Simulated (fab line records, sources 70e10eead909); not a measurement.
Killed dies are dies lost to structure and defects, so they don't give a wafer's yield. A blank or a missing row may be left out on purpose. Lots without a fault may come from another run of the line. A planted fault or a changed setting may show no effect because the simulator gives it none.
A struck lot beside a sound one | flow nand_harc | 15 steps out of a route of 1302
Sound: wafers L560.1, L560.2, L560.4. Struck: wafers L572.2, L572.4, L572.5. The cause comes at the end.
At each step with rows: each side's tool, then ch and its chambers, then its first start. Under that, the readings that differ: sound wafers | struck wafers | difference of the means | sigmas: that difference in standard deviations of wafers without a fault.
alike: readings whose means differ by less than 2 such deviations, and words and numbers that are the same on both sides. not compared: withheld readings, readings that some wafer has no value for, bounds like >300 that may hide the same value, and numbers for which the record gives no deviation and whose values overlap.
The two part at a step that has a row with sigmas, a row that says differs or no value, or rows on one side only. Numbers that don't overlap but have no deviation are shown without sigmas and don't part them. A reading that every wafer of one side lacks parts them only if that side has two wafers or more.

NHARC_A_CONTACT_DESCUM_74: chemistry O2, time 3 s.
  sound on rie_diel-04 ch 1,3, day 24 05:20; struck on rie_diel-13 ch 0,2,3, day 28 11:18
  alike: drypump_motor_current_A, oes_product_au, rf_vpp_V, showerhead_plenum_p_Torr, throttle_valve_pct
  not compared: rf_hours_counter_h
then, 2 steps without rows for these wafers: NHARC_A_CONTACT_ETCH_75 (etches the open film in CF4, target depth 39 nm, time 65 s); NHARC_A_CONTACT_ETCH_76 (etches the open film in N2/H2, target depth 260 nm, time 475.3 s).
NHARC_A_CONTACT_ETCH_77: etches the open film in CF4/CHF3, target depth 108.9 nm, time 54.5 s.
  sound on rie_diel-04 ch 1,3; struck on rie_diel-13 ch 0,1
  alike: bias_w, cf4_flow_sccm, drypump_motor_current_A, oes_product_au, rf_vpp_V, showerhead_plenum_p_Torr, throttle_valve_pct
  not compared: rf_hours_counter_h
then, 2 steps without rows for these wafers: NHARC_A_CONTACT_ETCH_78 (etches the open film in O2/COS, target depth 5300 nm, time 1378 s); NHARC_A_CONTACT_ETCH_124 (etches the open film in C4F8/O2/Ar, time 140 s, target depth 700 nm).
NHARC_A_CONTACT_ETCH_125: etches the open film in C4F8/O2/Ar, time 197 s, target depth 1918 nm.
  sound on har_cap_etch-02 ch 0,1, day 24 07:26; struck on har_cap_etch-02 ch 0,1, day 28 13:08
  alike: chamber_pressure_mTorr, oes_air_line_au
  not compared: rf_hours_counter_h
then, 4 steps without rows for these wafers: NHARC_A_CONTACT_ETCH_126 (etches the open film in C4F8/O2/Ar, time 197 s, target depth 1918 nm); NHARC_A_CONTACT_ETCH_127 (etches the open film in C4F8/O2/Ar, time 197 s, target depth 1918 nm); NHARC_A_CONTACT_ETCH_128 (etches the open film in C4F8/O2/Ar, time 197 s, target depth 1918 nm); NHARC_A_CONTACT_ETCH_129 (etches the open film in C4F8/O2/Ar, time 197 s, target depth 1918 nm).
NHARC_A_CONTACT_ETCH_130: etches the open film in C4F8/O2/Ar, time 197 s, target depth 1918 nm.
  sound on har_cap_etch-02 ch 0,1, day 24 08:38; struck on har_cap_etch-02 ch 0,1, day 28 14:01
  alike: chamber_pressure_mTorr, oes_air_line_au
  not compared: rf_hours_counter_h
NHARC_A_CONTACT_ETCH_131: etches the open film in C4F8/O2/Ar, time 197 s, target depth 1918 nm.
  sound on har_cap_etch-02 ch 0,1, day 24 08:52; struck on har_cap_etch-02 ch 0,1, day 28 14:12
  no value came back on the struck wafers for chamber_pressure_mTorr (mTorr), oes_air_line_au (a.u.), time_s (s); on the sound wafers chamber_pressure_mTorr (mTorr) reads 19.997 19.982 19.992
  not compared: rf_hours_counter_h
NHARC_A_CONTACT_ETCH_132: etches the open film in C4F8/O2/Ar, time 197 s, target depth 1924 nm.
  sound on har_cap_etch-02 ch 0,1, day 24 09:06; struck on har_cap_etch-02 ch 0,1, day 28 14:22
  alike: chamber_pressure_mTorr, oes_air_line_au
  not compared: rf_hours_counter_h
-- the record jumps here: 3 days lie between the struck wafers' starts before and after (it left off in module A_CONTACT and takes up again in module END, whose first step shown is number 1302 of the route) --
NHARC_END_SORT_01:
  the record has rows for the struck wafers here (prober-02 ch 0, day 31 07:20) and none for the sound ones

WHERE THEY PART
First at NHARC_A_CONTACT_ETCH_131; last, within this record, at NHARC_END_SORT_01.

WHY: what the simulator had put in
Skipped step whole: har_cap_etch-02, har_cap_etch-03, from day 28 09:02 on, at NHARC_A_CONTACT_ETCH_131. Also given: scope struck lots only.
